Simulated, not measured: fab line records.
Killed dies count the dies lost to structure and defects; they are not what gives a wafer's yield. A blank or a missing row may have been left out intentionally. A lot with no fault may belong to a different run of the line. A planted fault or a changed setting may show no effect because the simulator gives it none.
Matching of chambers :: flow n5 finfet :: 4 sister chambers for N5_BEOL_M8_ETCH_65 on rie diel-03
The step etches SiARC in CF4, target depth 15.6 nm, time 26 s. 4 wafers are shown with their chamber, then 12 later ones without.

## WAFERS WITH THEIR CHAMBER
wafer: L088.3
chamber: 1
drypump motor current A (A): 6.0

wafer: L088.5
chamber: 2
drypump motor current A (A): 5.6

wafer: L091.4
chamber: 3
drypump motor current A (A): 6.1

wafer: L091.5
chamber: 0
drypump motor current A (A): 4.9

## WAFERS WHOSE CHAMBER IS MISSING
wafer: L092.1
drypump motor current A (A): 6.1

wafer: L092.3
drypump motor current A (A): 5.9

wafer: L092.6
drypump motor current A (A): 5.6

wafer: L093.3
drypump motor current A (A): 4.9

wafer: L093.5
drypump motor current A (A): 4.9

wafer: L093.6
drypump motor current A (A): 6.1

wafer: L095.1
drypump motor current A (A): 5.9

wafer: L095.2
drypump motor current A (A): 6.1

wafer: L095.3
drypump motor current A (A): 4.9

wafer: L095.4
drypump motor current A (A): 5.6

wafer: L095.5
drypump motor current A (A): 6.1

wafer: L095.6
drypump motor current A (A): 5.6

## THE CHAMBER EACH PASSED THROUGH
wafer: L092.1
from the rows above: 3
in truth: 3

wafer: L092.3
from the rows above: 1
in truth: 1

wafer: L092.6
from the rows above: 2
in truth: 2

wafer: L093.3
from the rows above: 0
in truth: 0

wafer: L093.5
from the rows above: 0
in truth: 0

wafer: L093.6
from the rows above: 3
in truth: 3

wafer: L095.1
from the rows above: 1
in truth: 1

wafer: L095.2
from the rows above: 3
in truth: 3

wafer: L095.3
from the rows above: 0
in truth: 0

wafer: L095.4
from the rows above: 2
in truth: 2

wafer: L095.5
from the rows above: 3
in truth: 3

wafer: L095.6
from the rows above: 2
in truth: 2
Placed correctly: 12 of 12. Not placeable from these rows: 0. Number placed wrongly: 0.
How it was worked out, from the rows above alone: a wafer's distance from a chamber is the root of the sum, over the readings, of the square of ((its reading less the chamber's mean) divided by the reading's scatter). The wafer belongs to the nearest chamber; if the next one is less than 2 further off, it can't be placed. Each chamber's mean is taken over the wafers shown for it. The scatter: root of mean squared gap, hidden wafer to nearest shown wafer, with one shown wafer a chamber.
